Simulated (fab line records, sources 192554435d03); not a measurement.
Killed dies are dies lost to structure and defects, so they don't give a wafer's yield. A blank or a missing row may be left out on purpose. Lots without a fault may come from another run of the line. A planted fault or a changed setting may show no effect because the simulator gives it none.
Which tool did it? | flow n5_finfet | 24 lots, 72 wafers sampled, at 2 steps of a route of 1938

WHAT THE GAUGES READ, wafer by wafer
N5_BEOL_M3_CD_MEAS_35: target cd 18 nm, target cd y 21 nm. Usual: cd_nm 18.0 nm, standard deviation 0.31.
lot  | measured     | on        | cd_nm (nm)     | flag
L074 | day 7 02:14  | cd_sem-01 | 17.9 17.8 17.7 |
L075 | day 7 06:35  | cd_sem-01 | 18.1 18.4 18.5 |
L076 | day 8 06:00  | cd_sem-03 | 18.5 18.4 17.8 |
L079 | day 8 17:35  | cd_sem-01 | 17.9 18.2 17.5 |
L077 | day 8 17:41  | cd_sem-01 | 18.1 17.7 17.9 |
L080 | day 8 18:03  | cd_sem-01 | 18.2 18.2 18.1 |
L078 | day 8 22:05  | cd_sem-02 | 18.1 17.8 18.1 |
L081 | day 9 00:23  | cd_sem-03 | 18.0 18.1 17.6 |
L082 | day 9 01:25  | cd_sem-02 | 18.1 17.8 17.7 |
L083 | day 9 06:41  | cd_sem-01 | 18.2 18.0 17.4 |
L084 | day 10 05:39 | cd_sem-01 | 18.0 18.1 17.9 |
L085 | day 10 10:45 | cd_sem-02 | 18.3 18.2 18.0 |
L086 | day 10 13:44 | cd_sem-01 | 17.7 17.9 18.0 |
L087 | day 10 22:22 | cd_sem-02 | 18.0 18.5 18.7 |
L088 | day 11 08:37 | cd_sem-03 | 18.4 17.9 18.2 |
L089 | day 11 17:14 | cd_sem-03 | 18.3 18.0 18.0 |
L091 | day 11 20:49 | cd_sem-03 | 17.6 18.0 17.7 |
L090 | day 11 22:34 | cd_sem-01 | 18.2 17.8 17.6 |
L092 | day 11 22:35 | cd_sem-02 | 18.2 18.2 18.3 |
L093 | day 12 01:56 | cd_sem-02 | 18.2 18.1 17.8 |
L094 | day 12 12:36 | cd_sem-01 | 18.5 17.9 18.2 |
L095 | day 12 15:54 | cd_sem-01 | 17.7 18.3 17.8 |
L097 | day 13 11:14 | cd_sem-01 | 17.5 17.5 17.7 |
L096 | day 13 12:45 | cd_sem-02 | 17.3 18.2 18.4 |

WHICH TOOL RAN EACH LOT (tool, then ch and the chambers of the sampled wafers, then the start)
lot  | N5_BEOL_M3_STRIP_36
L074 | rie_diel-05 ch 1,2, day 7 01:53
L075 | rie_diel-01 ch 0,1, day 7 06:14
L076 | rie_diel-05 ch 1,2, day 8 05:39
L079 | rie_diel-05 ch 0,3, day 8 17:14
L077 | rie_diel-01 ch 0,1,3, day 8 17:19
L080 | rie_diel-01 ch 0,2,3, day 8 17:42
L078 | rie_diel-01 ch 0,1,3, day 8 21:44
L081 | rie_diel-06 ch 0,2,3, day 9 00:02
L082 | rie_diel-01 ch 0,3, day 9 01:04
L083 | rie_diel-06 ch 0,1, day 9 06:21
L084 | rie_diel-06 ch 1,3, day 10 05:13
L085 | rie_diel-06 ch 1,2, day 10 10:25
L086 | rie_diel-01 ch 0,2,3, day 10 13:23
L087 | rie_diel-01 ch 1,3, day 10 22:02
L088 | rie_diel-06 ch 1,2,3, day 11 08:16
L089 | rie_diel-05 ch 0,1,2, day 11 16:53
L091 | rie_diel-01 ch 0,2, day 11 20:28
L090 | rie_diel-06 ch 0,2,3, day 11 22:11
L092 | rie_diel-05 ch 0,1,3, day 11 22:13
L093 | rie_diel-01 ch 1,2,3, day 12 01:35
L094 | rie_diel-05 ch 0,1,3, day 12 12:16
L095 | rie_diel-01 ch 1,2,3, day 12 15:34
L097 | rie_diel-06 ch 0,1, day 13 10:53
L096 | rie_diel-01 ch 0,3, day 13 12:18
- N5_BEOL_M3_STRIP_36: strips in N2/H2.

WHAT THE TOOLS THEMSELVES READ (means of the sampled wafers that have a number; where no wafer has one, the mark that the record gives instead)
N5_BEOL_M3_STRIP_36. Usual: drypump_motor_current_A 5.9 A, standard deviation 0.42; h2_flow_sccm 200.0 sccm, standard deviation 0.58; oes_product_au 0.76 a.u., standard deviation 0.07; rf_vpp_V 59.3 V, standard deviation 1.4; showerhead_plenum_p_Torr 2.57 Torr, standard deviation 0.098; temp_c 40.00 C, standard deviation 0.11; throttle_valve_pct 23.6 %, standard deviation 0.33.
lot  | tool        | drypump_motor_current_A (A) | h2_flow_sccm (sccm) | oes_product_au (a.u.) | rf_vpp_V (V) | showerhead_plenum_p_Torr (Torr) | temp_c (C) | throttle_valve_pct (%) | flag
L074 | rie_diel-05 | 5.8                         | 199.9               | 0.69                  | 59.6         | 2.54                            | 40.05      | 23.6                   |
L075 | rie_diel-01 | 6.0                         | 200.5               | 0.81                  | 59.2         | 2.66                            | 40.10      | 23.1                   |
L076 | rie_diel-05 | 5.8                         | 199.9               | 0.69                  | 58.4         | 2.54                            | 40.00      | 23.6                   |
L079 | rie_diel-05 | 5.7                         | 199.9               | 0.73                  | 60.2         | 2.57                            | 40.05      | 23.9                   |
L077 | rie_diel-01 | 5.8                         | 200.0               | 0.77                  | 59.5         | 2.65                            | 40.04      | 23.4                   |
L080 | rie_diel-01 | 5.8                         | 199.4               | 0.76                  | 59.4         | 2.58                            | 39.91      | 23.6                   |
L078 | rie_diel-01 | 5.9                         | 199.8               | 0.77                  | 59.2         | 2.65                            | 39.95      | 23.4                   |
L081 | rie_diel-06 | 5.9                         | 200.1               | 0.73                  | 58.9         | 2.48                            | 40.09      | 23.8                   |
L082 | rie_diel-01 | 5.6                         | 199.5               | 0.79                  | 59.0         | 2.66                            | 39.92      | 23.7                   |
L083 | rie_diel-06 | 5.6                         | 200.2               | 0.80                  | 58.7         | 2.52                            | 40.11      | 23.8                   |
L084 | rie_diel-06 | 6.1                         | 200.5               | 0.79                  | 58.1         | 2.58                            | 39.98      | 23.9                   |
L085 | rie_diel-06 | 6.2                         | 199.7               | 0.75                  | 59.2         | 2.53                            | 40.07      | 23.5                   |
L086 | rie_diel-01 | 5.9                         | 199.8               | 0.75                  | 58.7         | 2.58                            | 40.02      | 23.6                   |
L087 | rie_diel-01 | 6.1                         | 200.2               | 0.75                  | 59.2         | 2.63                            | 40.06      | 23.2                   |
L088 | rie_diel-06 | 6.2                         | 200.7               | 0.76                  | 59.4         | 2.55                            | 39.97      | 23.7                   |
L089 | rie_diel-05 | 5.7                         | 199.8               | 0.80                  | 59.7         | 2.47                            | 39.92      | 23.5                   |
L091 | rie_diel-01 | 5.8                         | 199.8               | 0.76                  | 59.9         | 2.59                            | 40.14      | 23.6                   |
L090 | rie_diel-06 | 5.8                         | 200.1               | 0.82                  | 58.7         | 2.58                            | 40.06      | 23.7                   |
L092 | rie_diel-05 | 5.8                         | 200.2               | 0.72                  | 59.0         | 2.49                            | 40.06      | 23.7                   |
L093 | rie_diel-01 | 6.1                         | 200.2               | 0.73                  | 60.7         | 2.56                            | 39.95      | 23.3                   |
L094 | rie_diel-05 | 5.8                         | 200.1               | 0.71                  | 57.6         | 2.48                            | 39.98      | 23.6                   |
L095 | rie_diel-01 | 6.1                         | 199.9               | 0.73                  | 59.6         | 2.55                            | 39.90      | 23.3                   |
L097 | rie_diel-06 | 5.5                         | 200.3               | 0.85                  | 58.8         | 2.62                            | 40.06      | 23.7                   |
L096 | rie_diel-01 | 5.6                         | 200.3               | 0.75                  | 60.3         | 2.65                            | 39.94      | 23.7                   |

THE ANSWER, worked out from the rows above alone
Rule: a lot is off if the mean of its wafers that have a number lies more than 3 standard deviations from the usual mean. A lot without any number at a reading at which 4 lots or more have one is off too. The other lots that the step has rows for count as sound. The gauges are gone through in route order, then the tools' own readings, and for those a lot's mean is taken as printed above. The first step at which some lot is off is used, and at that step the reading that is off furthest; a lot without a number counts as furthest.
No lot is off at any reading shown: from this, nothing can be told.

WHAT THE SIMULATOR HAD PUT IN
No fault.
